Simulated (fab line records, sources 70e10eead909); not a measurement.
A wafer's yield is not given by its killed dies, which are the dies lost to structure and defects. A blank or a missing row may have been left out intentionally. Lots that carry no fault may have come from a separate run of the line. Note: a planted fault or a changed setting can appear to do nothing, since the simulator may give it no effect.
Chamber matching -- flow nand-harc -- NHARC_P_M1_STRIP_18 on rie-diel-12: 4 sister chambers
The step strips in N2/H2. 4 wafers are shown with their chamber, then 8 later ones without.

## WAFERS PAIRED WITH THEIR CHAMBERS
wafer,chamber,drypump-motor-current-A (A)
L089.1,3,5.9
L089.4,0,6.1
L089.5,2,5.9
L090.1,1,5.6

## WAFERS WITHOUT THEIR CHAMBER
wafer,drypump-motor-current-A (A)
L090.2,5.9
L090.4,5.9
L092.1,5.6
L092.2,5.9
L092.4,5.9
L095.2,6.2
L095.4,5.6
L095.5,5.9

## WHICH CHAMBER EACH WENT THROUGH
wafer,from the rows above,in truth
L090.2,can't be placed: 2 or 3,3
L090.4,can't be placed: 2 or 3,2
L092.1,1,1
L092.2,can't be placed: 2 or 3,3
L092.4,can't be placed: 2 or 3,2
L095.2,0,0
L095.4,1,1
L095.5,can't be placed: 2 or 3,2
Placed correctly: 3 of 8. Cannot be placed on the basis of these rows: 5; the candidates contain the true chamber in 5. Wrongly placed: 0.
How it was worked out, from the rows above alone: a wafer's distance from a chamber is the root of the sum, over the readings, of the square of ((its reading less the chamber's mean) divided by the reading's scatter). The wafer belongs to the nearest chamber; if the next one is less than 2 further off, it can't be placed. For every chamber, the mean is computed from those of its wafers that are shown. The scatter: with one shown wafer a chamber, the root of the mean of the squares of how far each hidden wafer lies from its nearest shown one.
